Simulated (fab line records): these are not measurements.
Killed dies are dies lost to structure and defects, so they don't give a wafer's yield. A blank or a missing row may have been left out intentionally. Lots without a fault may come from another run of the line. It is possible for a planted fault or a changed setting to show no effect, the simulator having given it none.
Check for tools in common | flow nand harc | 2 lots and 6 wafers in the sample

REASON IT WAS OPENED
On 2 of the 2 lots, a flag is raised at NHARC_END_SORT_01 on the reading killed at array. Wafers without a fault read 29, standard deviation 12.
Rule: a lot gets a flag if all its wafers with a number sit over 4 standard deviations from that mean, or if no wafer of it has a number. The other lots count as sound.

lot  | measured     | on        | killed at array, wafer by wafer | flag
L886 | day 21 17:17 | prober-01 | 674 674 675                     | FLAGGED
L890 | day 22 03:26 | prober-01 | 674 674 675                     | FLAGGED
On average the flagged lots' numbers are 674, which is +645 against the usual, or +54 standard deviations.

LOT BY LOT: THE TOOL USED
The record holds 3 process steps before the reading, out of a route of 1159 steps. Each cell gives the tool, then ch followed by the chambers the sampled wafers passed through, then the start.
lot  | flag    | NHARC_A_ZERO_WELL_ETCH_19         | NHARC_A_ONON_D1_DEP_19      | NHARC_A_ONON_D1_DEP_33
L886 | FLAGGED | rie diel-07 ch 1,2,3, day 9 01:41 | pecvd onon-01, day 10 09:52 | pecvd-01 ch 0,2, day 10 12:08
L890 | FLAGGED | rie diel-07 ch 0,2,3, day 9 19:58 | pecvd onon-02, day 11 06:53 | pecvd-02 ch 0,1,2, day 11 09:08
These steps, and what they do:
- NHARC_A_ZERO_WELL_ETCH_19: etches the open film in N2/H2, target depth 80 nm, overetch 24 nm, time 87.88 s.
- NHARC_A_ONON_D1_DEP_19: target thk 1000 nm.
- NHARC_A_ONON_D1_DEP_33: deposits SiO2, target thk 200 nm.
- NHARC_END_SORT_01

FLAGGED AGAINST TOTAL, ONE TOOL AT A TIME (gauges that did the reading follow at the end)
step                      | tool          | lots run | flagged | share of the flagged lots | sound lots run after its first flagged lot
NHARC_A_ZERO_WELL_ETCH_19 | rie diel-07   | 2        | 2       | all                       | 0
NHARC_A_ONON_D1_DEP_19    | pecvd onon-01 | 1        | 1       | some                      | 0
NHARC_A_ONON_D1_DEP_19    | pecvd onon-02 | 1        | 1       | some                      | 0
NHARC_A_ONON_D1_DEP_33    | pecvd-01      | 1        | 1       | some                      | 0
NHARC_A_ONON_D1_DEP_33    | pecvd-02      | 1        | 1       | some                      | 0
NHARC_END_SORT_01         | prober-01     | 2        | 2       | all                       | 0

WHAT IS ALLOWED BY THE TABLE
Rows of the table that ran all the flagged lots, 2 in number: rie diel-07 at NHARC_A_ZERO_WELL_ETCH_19; prober-01 at NHARC_END_SORT_01.
- rie diel-07 at NHARC_A_ZERO_WELL_ETCH_19: 2 of its 2 lots flagged. The start can't be narrowed down: in this sample, it ran no sound lot prior to its first flagged lot.
- prober-01 at NHARC_END_SORT_01: 2 of its 2 lots flagged. The start can't be narrowed down: in this sample, it ran no sound lot prior to its first flagged lot.
Because each of these 2 tools fits a fault that began at some hour, counting lots does not separate them. More lots, or a look at what each step does to the wafer, might.

WHAT THE SIMULATOR HAD PUT IN
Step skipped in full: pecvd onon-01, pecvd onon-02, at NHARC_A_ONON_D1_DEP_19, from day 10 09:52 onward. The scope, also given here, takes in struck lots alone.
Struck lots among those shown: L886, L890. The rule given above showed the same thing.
